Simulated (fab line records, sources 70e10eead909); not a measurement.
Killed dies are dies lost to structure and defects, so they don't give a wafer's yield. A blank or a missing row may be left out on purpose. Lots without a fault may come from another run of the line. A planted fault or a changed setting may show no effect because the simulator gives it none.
A struck lot beside a sound one | flow nand_harc | 15 steps out of a route of 1159
Sound: wafers L209.3, L209.4, L209.6. Struck: wafers L217.4, L217.5, L217.6. The cause comes at the end.
At each step with rows: each side's tool, then ch and its chambers, then its first start. Under that, the readings that differ: sound wafers | struck wafers | difference of the means | sigmas: that difference in standard deviations of wafers without a fault.
alike: readings whose means differ by less than 2 such deviations, and words and numbers that are the same on both sides. not compared: withheld readings, readings that some wafer has no value for, bounds like >300 that may hide the same value, and numbers for which the record gives no deviation and whose values overlap.
The two part at a step that has a row with sigmas, a row that says differs or no value, or rows on one side only. Numbers that don't overlap but have no deviation are shown without sigmas and don't part them. A reading that every wafer of one side lacks parts them only if that side has two wafers or more.

first, 8 steps without rows for these wafers: NHARC_THIN_TSV_DEHYDRATE_25 (time 120 s); NHARC_THIN_TSV_HMDS_26 (time 30 s); NHARC_THIN_TSV_COAT_27; NHARC_THIN_TSV_SOFTBAKE_28 (time 95 s); NHARC_THIN_TSV_EBR_29; NHARC_THIN_TSV_EXPOSE_30 (exposes mask PAD); NHARC_THIN_TSV_PEB_31 (peb time 85 s); NHARC_THIN_TSV_DEVELOP_32 (time 70 s).
NHARC_THIN_TSV_CD_MEAS_33: target cd 5000 nm.
  sound on cd_sem-02 ch 0, day 20 23:26; struck on cd_sem-03 ch 0, day 23 14:58
  alike: cd_nm
then, 1 step without rows for these wafers: NHARC_THIN_TSV_HARDBAKE_34 (time 80 s).
NHARC_THIN_TSV_DESCUM_35: chemistry O2, time 3 s.
  sound on rie_diel-07 ch 0,1, day 20 23:35; struck on rie_diel-07 ch 0,1,3, day 23 15:09
  alike: drypump_motor_current_A, oes_product_au, rf_vpp_V, showerhead_plenum_p_Torr, throttle_valve_pct
  not compared: rf_hours_counter_h
NHARC_THIN_TSV_ETCH_59: etches the open film in Cl2/BCl3, target depth 880 nm, time 138.1 s.
  sound on rie_metal-03 ch 0,1, day 20 23:47; struck on rie_metal-02 ch 0,1, day 23 15:20
  reading               | sound             | struck            | difference | sigmas
  oes_product_au (a.u.) | 0.969 0.979 0.978 | 1.003 1.008 1.009 | +0.031     | +3
  alike: bias_w, drypump_motor_current_A, throttle_valve_pct
  not compared: rf_hours_counter_h
NHARC_THIN_TSV_ETCH_36: etches the open film in Cl2/BCl3, target depth 65 nm, time 18.571 s.
  sound on rie_metal-03 ch 0,1, day 20 23:59; struck on rie_metal-02 ch 0,1, day 23 15:31
  reading        | sound       | struck                  | difference | sigmas
  over_etch_frac | 0.3 0.3 0.3 | 0.55746 0.55746 0.55746 | +0.25746   |
  alike: drypump_motor_current_A, oes_product_au
  not compared: rf_hours_counter_h
NHARC_THIN_TSV_STRIP_56: strips in O2.
  sound on plasma_asher-02 ch 0,1, day 21 00:10; struck on plasma_asher-01 ch 0,1, day 23 17:47
  alike: drypump_motor_current_A, heater_power_w
  not compared: rf_hours_counter_h
NHARC_END_SORT_01:
  sound on prober-02 ch 0, day 21 11:07; struck on prober-02 ch 0, day 24 04:17
  alike: defect_limited_yield, killed_at_array, killed_at_other, killed_at_periphery, killed_dies, killed_open, killed_short, sort_bin_2_pct, sort_bin_3_pct, sort_bin_4_pct, sort_n_pass, sort_rim_yield_pct, sort_yield_pct

WHERE THEY PART
Only at NHARC_THIN_TSV_ETCH_59, within this record. Later steps at which nothing parts them and some readings are alike: NHARC_THIN_TSV_ETCH_36, NHARC_THIN_TSV_STRIP_56, NHARC_END_SORT_01.

WHY: what the simulator had put in
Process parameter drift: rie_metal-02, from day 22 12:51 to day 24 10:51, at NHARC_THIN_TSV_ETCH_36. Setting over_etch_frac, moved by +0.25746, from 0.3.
